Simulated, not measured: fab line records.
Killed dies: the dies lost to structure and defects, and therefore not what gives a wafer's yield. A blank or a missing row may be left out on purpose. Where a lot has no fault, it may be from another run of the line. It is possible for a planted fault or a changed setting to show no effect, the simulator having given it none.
fab line records :: flow n5-finfet
[record]
  lots = 4
  wafers = 12
  last-day = 16
route steps=1938 shown BEOL_M5@1182 BEOL_M6@1194
lots with no fault: from the same line, run without faults
start-h: hours from the record's opening day to when the first of the lot's shown wafers began :: wait-h: time in hours since the lot's previous step :: " repeats the value in the row above :: L1.1+2: one row covering several wafers at once :: - either no value or no given start :: * or withheld: withheld :: < > ~ a bound
route shown NAME@n: names a module that has steps shown in the file, with the first one's number in the route :: usual: mean and standard deviation over wafers with no fault :: same: alike in all rows :: chamber/n: place in a boat :: sites: readings site by site :: _std_site: their standard deviation :: _edge_site: inner sites' mean taken away from outer sites' mean :: radius-mm: how far each site lies from the wafer's centre :: mask NAME#n: copy n :: behind: the tool/chamber that last shaped the wafer :: hold: why the lot was held/for how many hours/how that ended :: device: the transistor (n, p or np) that didn't switch :: end of line: the route-end tests of the same wafers :: a step with no rows: only its recipe :: killed: dies lost to structure and defects at the first sort, not the wafer's yield :: map: dies across one wafer; x = killed, . = not, _ = none there
set.NAME: the run value of the setting; set.NAME@STEP: its run value at that earlier step :: model.NAME: the simulator's own value behind a step, which no gauge read
lots at selected steps of the route; one table per step, one row per wafer
services: a tool's chamber out of use, with start hour (start-h, from the record's first day; less than 0 if before it), hours out, and reason
[[steps]]
[step N5_BEOL_M5_ANNEAL_89]
[recipe]
  temp-c = 400
  time-s = 1800
  ambient = vacuum
[step N5_BEOL_M5_SPUTTER_90]
[recipe]
  material = Cu
  target-thk-a = 45
  temp-c = -20
  chamber-pressure-pa = 0.07
  power-w = withheld
  time-s = 8.29
[step N5_BEOL_M5_ECD_50]
[recipe]
  material = Cu
  target-thk-a = 3000
[step N5_BEOL_M5_ANNEAL_51]
[recipe]
  temp-c = 225
  time-s = 90
  ambient = N2
[step N5_BEOL_M5_CMP_52]
[recipe]
  stop-on = SiCOH_lowk
  t-overpolish-s = 6.9
  down-force-psi = 1
  platen-rpm = 50
  clearing-platen-down-force-psi = 1.5
  clearing-platen-rpm = 50
  post-cmp-clean = cu-alkaline
  target-thk-nm = 62
  clearing-platen-pad-velocity-m-s = 0.99484
  pad-velocity-m-s = 0.99484
[step N5_BEOL_M5_PRE_CLEAN_77]
[recipe]
  gas = NH3/H2
  time-s = 15
  temp-c = *
  rf-power-w = 300
[step N5_BEOL_M5_CO_CAP_78]
[recipe]
  material = Co
  target-thk-a = 20
  temp-c = 200
  precursor = CCTBA/H2
  pressure-torr = 30
  time-s = 102.1
[step N5_BEOL_M5_PRE_CLEAN_55]
[recipe]
  gas = NH3
  time-s = 15
  temp-c = withheld
  rf-power-w = 300
[step N5_BEOL_M5_DEP_56]
[recipe]
  material = SiCN
  target-thk-a = 80
  temp-c = withheld
  precursor = 3MS/NH3
  pressure-torr = 3
  rf-w = 202
  time-s = 14
[step N5_BEOL_M6_ILD_DEP_00]
[recipe]
  material = SiCOH_lowk
  target-thk-a = 1797.5
  temp-c = 300
  precursor = DEMS/porogen
  pressure-torr = 5
  rf-w = 500
  time-s = 33.4
[usual]
  heater-power-w = 354/55
  showerhead-plenum-p-Torr = 5.733/0.023
  throttle-valve-pct = 13.8/0.73
lot.wafer: L739.2
tool: pecvd-04
chamber: 2
start-h: 269.25
wait-h: 0.0
heater-power-w: 350
showerhead-plenum-p-Torr: 5.714
since-wet-clean-h: 582
throttle-valve-pct: 15.2
model.SiCOH_lowk_of_BEOL_M6_ILD_DEP_00.thk-nm: 181

lot.wafer: L739.3
tool: pecvd-04
chamber: 1
start-h: 269.25
wait-h: 0.0
heater-power-w: 368
showerhead-plenum-p-Torr: 5.739
since-wet-clean-h: 2061
throttle-valve-pct: 13.6
model.SiCOH_lowk_of_BEOL_M6_ILD_DEP_00.thk-nm: 211.6

lot.wafer: L739.6
tool: pecvd-04
chamber: 2
start-h: 269.25
wait-h: 0.0
heater-power-w: 361
showerhead-plenum-p-Torr: 5.723
since-wet-clean-h: -
throttle-valve-pct: 14.9
model.SiCOH_lowk_of_BEOL_M6_ILD_DEP_00.thk-nm: 184.4

lot.wafer: L741.1
tool: pecvd-04
chamber: 2
start-h: 276.34
wait-h: 0.0
heater-power-w: 314
showerhead-plenum-p-Torr: 5.732
since-wet-clean-h: 589
throttle-valve-pct: 15.0
model.SiCOH_lowk_of_BEOL_M6_ILD_DEP_00.thk-nm: 216

lot.wafer: L741.3
tool: pecvd-04
chamber: 1
start-h: 276.34
wait-h: 0.0
heater-power-w: 359
showerhead-plenum-p-Torr: 5.753
since-wet-clean-h: 2068
throttle-valve-pct: 13.6
model.SiCOH_lowk_of_BEOL_M6_ILD_DEP_00.thk-nm: 212

lot.wafer: L741.5
tool: pecvd-04
chamber: 2
start-h: 276.34
wait-h: 0.0
heater-power-w: 331
showerhead-plenum-p-Torr: 5.736
since-wet-clean-h: -
throttle-valve-pct: 15.2
model.SiCOH_lowk_of_BEOL_M6_ILD_DEP_00.thk-nm: 185

lot.wafer: L745.1
tool: pecvd-01
chamber: 0
start-h: 298.61
wait-h: 0.0
heater-power-w: 302
showerhead-plenum-p-Torr: 5.774
since-wet-clean-h: 1002
throttle-valve-pct: 13.8
model.SiCOH_lowk_of_BEOL_M6_ILD_DEP_00.thk-nm: 176.4

lot.wafer: L745.3
tool: pecvd-01
chamber: 1
start-h: 298.61
wait-h: 0.0
heater-power-w: 420
showerhead-plenum-p-Torr: 5.724
since-wet-clean-h: 1727
throttle-valve-pct: 13.4
model.SiCOH_lowk_of_BEOL_M6_ILD_DEP_00.thk-nm: 172.4

lot.wafer: L745.6
tool: pecvd-01
chamber: 2
start-h: 298.61
wait-h: 0.0
heater-power-w: 338
showerhead-plenum-p-Torr: 5.688
since-wet-clean-h: -
throttle-valve-pct: 13.0
model.SiCOH_lowk_of_BEOL_M6_ILD_DEP_00.thk-nm: 181.4

lot.wafer: L747.2
tool: pecvd-02
chamber: 1
start-h: 301.80
wait-h: 0.0
heater-power-w: 295
showerhead-plenum-p-Torr: 5.719
since-wet-clean-h: 1549
throttle-valve-pct: 14.4
model.SiCOH_lowk_of_BEOL_M6_ILD_DEP_00.thk-nm: 177.8

lot.wafer: L747.3
tool: pecvd-02
chamber: 2
start-h: 301.80
wait-h: 0.0
heater-power-w: 321
showerhead-plenum-p-Torr: 5.754
since-wet-clean-h: 70
throttle-valve-pct: 12.7
model.SiCOH_lowk_of_BEOL_M6_ILD_DEP_00.thk-nm: 178.4

lot.wafer: L747.6
tool: pecvd-02
chamber: 2
start-h: 301.80
wait-h: 0.0
heater-power-w: 327
showerhead-plenum-p-Torr: 5.732
since-wet-clean-h: -
throttle-valve-pct: 12.7
model.SiCOH_lowk_of_BEOL_M6_ILD_DEP_00.thk-nm: 182.4
[step N5_BEOL_M6_CURE_74]
[recipe]
  temp-c = 385
  time-s = 240
  ambient = He/Ar
  material = SiCOH_lowk
[step N5_BEOL_M6_THK_MEAS_01]
[recipe]
  reads = SiCOH_lowk_of_BEOL_M6_ILD_DEP_00
[usual]
  M6_ILD_THK = 155.1/2.7
lot.wafer: L739.2
tool: film-metro-01
chamber: -
start-h: 269.82
wait-h: 0.4
M6_ILD_THK[nm]: 156.2

lot.wafer: L739.3
tool: film-metro-01
chamber: -
start-h: 269.82
wait-h: 0.4
M6_ILD_THK[nm]: 182.6

lot.wafer: L739.6
tool: film-metro-01
chamber: -
start-h: 269.82
wait-h: 0.4
M6_ILD_THK[nm]: 159.0

lot.wafer: L741.1
tool: film-metro-02
chamber: -
start-h: 276.92
wait-h: 0.4
M6_ILD_THK[nm]: 186.7

lot.wafer: L741.3
tool: film-metro-02
chamber: -
start-h: 276.92
wait-h: 0.4
M6_ILD_THK[nm]: 183.4

lot.wafer: L741.5
tool: film-metro-02
chamber: -
start-h: 276.92
wait-h: 0.4
M6_ILD_THK[nm]: 159.6

lot.wafer: L745.1
tool: film-metro-01
chamber: -
start-h: 299.67
wait-h: 0.8
M6_ILD_THK[nm]: 152.1

lot.wafer: L745.3
tool: film-metro-01
chamber: -
start-h: 299.67
wait-h: 0.8
M6_ILD_THK[nm]: 148.5

lot.wafer: L745.6
tool: film-metro-01
chamber: -
start-h: 299.67
wait-h: 0.8
M6_ILD_THK[nm]: 156.6

lot.wafer: L747.2
tool: film-metro-02
chamber: -
start-h: 302.37
wait-h: 0.4
M6_ILD_THK[nm]: 153.3

lot.wafer: L747.3
tool: film-metro-02
chamber: -
start-h: 302.37
wait-h: 0.4
M6_ILD_THK[nm]: 153.7

lot.wafer: L747.6
tool: film-metro-02
chamber: -
start-h: 302.37
wait-h: 0.4
M6_ILD_THK[nm]: 157.5
[step N5_BEOL_M6_PECVD_70]
[recipe]
  material = SiO2
  target-thk-a = 200
  temp-c = 400
  precursor = TEOS/O2
  pressure-torr = 5.5
  rf-w = 450
  teos-flow-sccm = 53.8
  gas = O2
  flow-sccm = 3000
  time-s = 22.7
[step N5_BEOL_M6_HM_DEP_02]
[recipe]
  material = TiN
  target-thk-a = 200
  temp-c = 25
  chamber-pressure-pa = 0.49996
[step N5_BEOL_M6_COAT_59]
[recipe]
  resist = SOC
  temp-c = 250
  time-s = 60
  spin-rpm = 1500
  resist-thk-nm = 100
[step N5_BEOL_M6_COAT_60]
[recipe]
  resist = SiARC
  temp-c = 220
  time-s = 60
  spin-rpm = 1500
  resist-thk-nm = 35
[step N5_BEOL_M6_COAT_05]
[recipe]
  resist = CAR-ArF
  spin-rpm = 1500
  resist-thk-nm = 90
[step N5_BEOL_M6_EBR_07]
[recipe]
  solvent = PGMEA
  ebr-width-mm = 1.5
[step N5_BEOL_M6_SOFTBAKE_06]
[recipe]
  temp-c = 110
  time-s = 60
  resist = CAR-ArF
[step N5_BEOL_M6_EXPOSE_08]
[recipe]
  mask-id = M6
  na = 1.35
  source-shape = dipole
  sigma-inner = 0.817
  sigma-outer = 0.97
  polarization = te
  dose-mj = 68.25
[step N5_BEOL_M6_PEB_09]
[recipe]
  peb-temp-c = withheld
  peb-time-s = 60
  resist = CAR-ArF
[step N5_BEOL_M6_DEVELOP_10]
[recipe]
  develop-time-s = 30
  developer = TMAH
  resist = CAR-ArF
  rinse-liquid = diw
  dry = air-spin
  dev-temp-c = 23
[step N5_BEOL_M6_DESCUM_16]
[recipe]
  chemistry = O2
  time-s = 7.9
  source-power-w = 50
  bias-power-w = 20
  pressure-mtorr = 20
  rf-frequency-hz = 2.712e+07
  temp-c = 40
  resist = CAR-ArF
  o2-flow-sccm = 225
[step N5_BEOL_M6_ETCH_61]
[recipe]
  chemistry = CF4
  target = SiARC
  target-depth-a = 455
  mask-material = CAR-ArF
  time-s = 75.8
  ion-energy-ev = 80
  pressure-mtorr = 40
  source-w = 545
  bias-w = 36
  Ar_flow_sccm = 100
  cf4-flow-sccm = 100
  ends = cleared
[step N5_BEOL_M6_ETCH_62]
[recipe]
  chemistry = N2/H2
  target = SOC
  target-depth-a = 1100
  overetch-a = 220
  mask-material = SiARC
  temp-c = 40
  time-s = 165
  ion-energy-ev = 200
  pressure-mtorr = 30
  source-w = 840
  bias-w = 150
  n2-flow-sccm = 200
  h2-flow-sccm = 200
[step N5_BEOL_M6_STRIP_68]
[recipe]
  chemistry = N2/H2
  temp-c = 40
  n2-flow-sccm = 200
  h2-flow-sccm = 200
  rf-frequency-hz = 6e+07
[step N5_BEOL_M6_STRIP_67]
[recipe]
  chemistry = CF4
  resist = SiARC
  power-w = 300
  bias-power-w = 75
  pressure-mtorr = 50
  cf4-flow-sccm = 150
  rf-frequency-hz = 6e+07
[step N5_BEOL_M6_HM_OPEN_17]
[recipe]
  chemistry = Cl2/BCl3
  target-depth-a = 200
  overetch-a = 60
  target = TiN
  mask-material = SOC
  ion-energy-ev = 150
  pressure-mtorr = 10
  icp-w = 1000
  bias-w = 126
  Cl2_flow_sccm = 53.25
  bcl3-flow-sccm = 21.75
  Ar_flow_sccm = 25
[step N5_BEOL_M6_STRIP_19]
[recipe]
  chemistry = O2
  power-w = 400
  temp-c = 40
  pressure-mtorr = 30
  rf-frequency-hz = 6e+07
  bias-power-w = 0
  overash-fraction = 0.2
  o2-flow-sccm = 225
[step N5_BEOL_M6_COAT_63]
[recipe]
  resist = SOC
  temp-c = 250
  time-s = 60
  spin-rpm = 1500
  resist-thk-nm = 60
[step N5_BEOL_M6_COAT_64]
[recipe]
  resist = SiARC
  temp-c = 220
  time-s = 60
  spin-rpm = 1500
  resist-thk-nm = 12
[step N5_BEOL_M6_COAT_71]
[recipe]
  resist = underlayer
  temp-c = 205
  time-s = 60
  spin-rpm = 1500
  resist-thk-nm = 5
[step N5_BEOL_M6_COAT_22]
[recipe]
  resist = CAR-EUV
  spin-rpm = 1500
  resist-thk-nm = 30
[step N5_BEOL_M6_EBR_24]
[recipe]
  solvent = PGMEA
  ebr-width-mm = 1.5
[step N5_BEOL_M6_SOFTBAKE_23]
[recipe]
  temp-c = 110
  time-s = 60
  resist = CAR-EUV
[step N5_BEOL_M6_CMP_52]
[recipe]
  stop-on = SiCOH_lowk
  t-overpolish-s = 6.9
  down-force-psi = 1
  platen-rpm = 50
  clearing-platen-down-force-psi = 1.5
  clearing-platen-rpm = 50
  post-cmp-clean = cu-alkaline
  target-thk-nm = 80
  clearing-platen-pad-velocity-m-s = 0.99484
  pad-velocity-m-s = 0.99484
[usual]
  motor-current-A = 6.2/0.51
lot.wafer: L739.3
tool: cmp-03
chamber: 2
start-h: 277.74
wait-h: 0.2
motor-current-A: 5.5
model.SiCOH_lowk_of_BEOL_M6_ILD_DEP_00.thk-nm: 179.8

lot.wafer: L739.2
tool: cmp-03
chamber: 0
start-h: 277.74
wait-h: 0.2
motor-current-A: 6.6
model.SiCOH_lowk_of_BEOL_M6_ILD_DEP_00.thk-nm: 153.2

lot.wafer: L739.6
tool: cmp-03
chamber: 2
start-h: 277.74
wait-h: 0.2
motor-current-A: 5.7
model.SiCOH_lowk_of_BEOL_M6_ILD_DEP_00.thk-nm: 156

lot.wafer: L741.3
tool: cmp-01
chamber: 1
start-h: 283.78
wait-h: 0.2
motor-current-A: 5.9
model.SiCOH_lowk_of_BEOL_M6_ILD_DEP_00.thk-nm: 180.2

lot.wafer: L741.1
tool: cmp-01
chamber: 3
start-h: 283.78
wait-h: 0.2
motor-current-A: 5.6
model.SiCOH_lowk_of_BEOL_M6_ILD_DEP_00.thk-nm: 183.6

lot.wafer: L741.5
tool: cmp-01
chamber: 0
start-h: 283.78
wait-h: 0.2
motor-current-A: 5.6
model.SiCOH_lowk_of_BEOL_M6_ILD_DEP_00.thk-nm: 156.6

lot.wafer: L745.1
tool: cmp-03
chamber: 2
start-h: 305.98
wait-h: 0.3
motor-current-A: 5.4
model.SiCOH_lowk_of_BEOL_M6_ILD_DEP_00.thk-nm: 149.2

lot.wafer: L745.3
tool: cmp-03
chamber: 3
start-h: 305.98
wait-h: 0.3
motor-current-A: 6.9
model.SiCOH_lowk_of_BEOL_M6_ILD_DEP_00.thk-nm: 145.6

lot.wafer: L745.6
tool: cmp-03
chamber: 3
start-h: 305.98
wait-h: 0.3
motor-current-A: 6.9
model.SiCOH_lowk_of_BEOL_M6_ILD_DEP_00.thk-nm: 153.4

lot.wafer: L747.3
tool: cmp-01
chamber: 1
start-h: 307.47
wait-h: 0.2
motor-current-A: 5.9
model.SiCOH_lowk_of_BEOL_M6_ILD_DEP_00.thk-nm: 150.8

lot.wafer: L747.2
tool: cmp-01
chamber: 3
start-h: 307.47
wait-h: 0.2
motor-current-A: 6.4
model.SiCOH_lowk_of_BEOL_M6_ILD_DEP_00.thk-nm: 150.2

lot.wafer: L747.6
tool: cmp-01
chamber: 0
start-h: 307.47
wait-h: 0.2
motor-current-A: 5.8
model.SiCOH_lowk_of_BEOL_M6_ILD_DEP_00.thk-nm: 154.4
[[services]]
tool: cmp-03
chamber: -
start-h: 249.04
hours: -
kind: consumable-replace:conditioner

tool: cmp-03
chamber: -
start-h: 249.04
hours: -
kind: consumable-replace:pad

tool: pecvd-02
chamber: 0
start-h: 251.39
hours: 5.1
kind: repair

tool: pecvd-01
chamber: 0
start-h: 279.00
hours: 2.1
kind: scheduled-down

tool: pecvd-04
chamber: 1
start-h: 287.78
hours: 2.1
kind: scheduled-down

tool: pecvd-01
chamber: -
start-h: 297.19
hours: 1.4
kind: repair
[[key]]
[first-sign]
  step = N5_BEOL_M6_THK_MEAS_01
  reading = M6_ILD_THK
  direction = up
  sigmas = 11
  usual = 155.1
  struck = 184.2
effect none on later readings
[model-effect]
  step = N5_BEOL_M6_ILD_DEP_00
  value = SiCOH_lowk_of_BEOL_M6_ILD_DEP_00.thk-nm
  without = 178.3
  struck = 213.2
[model-effect]
  step = N5_BEOL_M6_CMP_52
  value = SiCOH_lowk_of_BEOL_M6_ILD_DEP_00.thk-nm
  without = 150.7
  struck = 181.2
met-at N5_BEOL_M6_ILD_DEP_00
struck-wafers L739.3,L741.1,L741.3
[fault]
  kind = process-parameter-drift
  tool = pecvd-04
  chamber = -
  onset-h = 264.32
  steps = N5_BEOL_M6_ILD_DEP_00
  channel = target-thk-a
  offset = *
  shape = step
  end-h = 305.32
  scope = struck-wafers-only
  acts-in = *
  stated = *
